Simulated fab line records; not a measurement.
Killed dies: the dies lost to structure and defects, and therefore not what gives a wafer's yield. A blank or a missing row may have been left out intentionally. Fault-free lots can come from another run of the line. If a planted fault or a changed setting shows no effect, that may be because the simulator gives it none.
Problem report in the 8D (eight disciplines) form, filled by code + flow nandHarc + the parts of the form that need people (team, actions taken, sign-off) are left out

== 1. WHAT IS WRONG ==
killedAtPeriphery at NHARC_END_SORT_01 reads a mean of 631.0 on 4 wafers of 2 lots; wafers without a fault read 3.8 with a standard deviation of 2.8. So: +99 or more standard deviations from the usual mean.
First seen on wafer L468.4, day 32 03:39, on prober-02. The record has a number at this step for 18 wafers belonging to 6 lots. The rule behind "out" and "out of limits": a value lying over 4 standard deviations away from the usual mean. The rest of the wafers with a number are treated as sound.

== 2. WHAT IT IS AND WHAT IT IS NOT ==
| question                    | is                                                | is not                                                                         |
|-----------------------------|---------------------------------------------------|--------------------------------------------------------------------------------|
| which readings at this step | killedAtPeriphery, defectLimitedYield, killedDies | killedAtArray, killedAtOther, killedOpen, killedShort                          |
| which lots                  | L468, L470                                        | L454, L456, L457, L472                                                         |
| which wafers of those lots  | L468.4, L468.5, L470.4, L470.5                    | L468.6, L470.1                                                                 |
| read on which gauges        | prober-02                                         | prober-01                                                                      |
| when                        | from day 32 03:39                                 | up to then (9 sound wafers); but 5 sound wafers of L468, L470, L472 came after |

== 3. WHAT RULES OUT EACH SUSPECT ==
Counting: any tool at a process step up to the reading remains a suspect provided it ran every lot that is out. Sound lots after the first of them don't rule it out here, since some wafers of a struck lot are sound.
- the gauge at NHARC_END_SORT_01 is ruled out. All the wafers that are out were read on prober-02, but those of them that NHARC_P_M0_ETCH_15 has rows for are out there too, on other tools.
- rieDiel-05 at NHARC_P_M0_DESCUM_14 (chemistry O2, time 3 s): kept. It processed each lot that is out (first: L468, day 13 18:08); up to then, its last sound lot is L457 (day 9 10:53).
- rieDiel-05 at NHARC_P_M0_ETCH_34 (etches the open film in N2/H2, target depth 40 nm, overetch 12 nm, time 43.94 s): kept. It processed each lot that is out (first: L468, day 13 18:14); up to then, its last sound lot is L457 (day 9 10:58).
- rieDiel-05 at NHARC_P_M0_ETCH_15 (etches the open film in C4F8/Ar, target depth 150 nm, overetch 15 nm, time 82.5 s): kept. It processed each lot that is out (first: L468, day 13 18:19); up to then, its last sound lot is L457 (day 9 11:03). Its own readings are out on those wafers: runLengthS.
Left after counting: rieDiel-05 at NHARC_P_M0_DESCUM_14, rieDiel-05 at NHARC_P_M0_ETCH_34, rieDiel-05 at NHARC_P_M0_ETCH_15.

== 4. THE CAUSE (what the simulator had put in) ==
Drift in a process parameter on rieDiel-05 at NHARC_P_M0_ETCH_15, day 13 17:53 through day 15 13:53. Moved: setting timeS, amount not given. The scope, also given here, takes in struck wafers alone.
This tool is one of the 3 suspects left after counting.

== 5. THE EFFECT CHAIN, in route order ==
Each row: a reading where the mean over the struck wafers with a number is more than 3 standard deviations away from the usual. Readings are gone through only where the record gives a usual standard deviation; hours: the median, over the lots, of the time from a lot's start at the first step in this table giving one to that lot's start at this step; sigmas: the change measured in usual standard deviations.
| hours | step               | reading            | usual   | on struck wafers | change | sigmas      |
|-------|--------------------|--------------------|---------|------------------|--------|-------------|
| 0     | NHARC_P_M0_ETCH_15 | runLengthS         | 103.9 s | 92.5             | -11.4  | -28         |
| 441   | NHARC_END_SORT_01  | defectLimitedYield | 91.1 %  | 0.1              | -91.0  | -31         |
| 441   | NHARC_END_SORT_01  | killedAtPeriphery  | 3.8     | 631.0            | +627.2 | +99 or more |
| 441   | NHARC_END_SORT_01  | killedDies         | 60      | 676              | +616   | +32         |
Its process steps:
- NHARC_P_M0_ETCH_15: etches the open film in C4F8/Ar, target depth 150 nm, overetch 15 nm, time 82.5 s.

== 6. WHAT WOULD HAVE CAUGHT IT SOONER ==
In this record the first reading out of limits at a measuring or inspecting step was taken at day 32 03:39, 442 hours after the fault began at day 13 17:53.
At NHARC_P_M0_ETCH_15, the tool's own readings (runLengthS) were out on each struck wafer the step has a row for, so an alarm limit on them would have fired on the first such wafer.
By day 32 03:39, every lot that is out (2) had started NHARC_P_M0_ETCH_15 on rieDiel-05. None of them would have been spared by holding the tool at that moment.
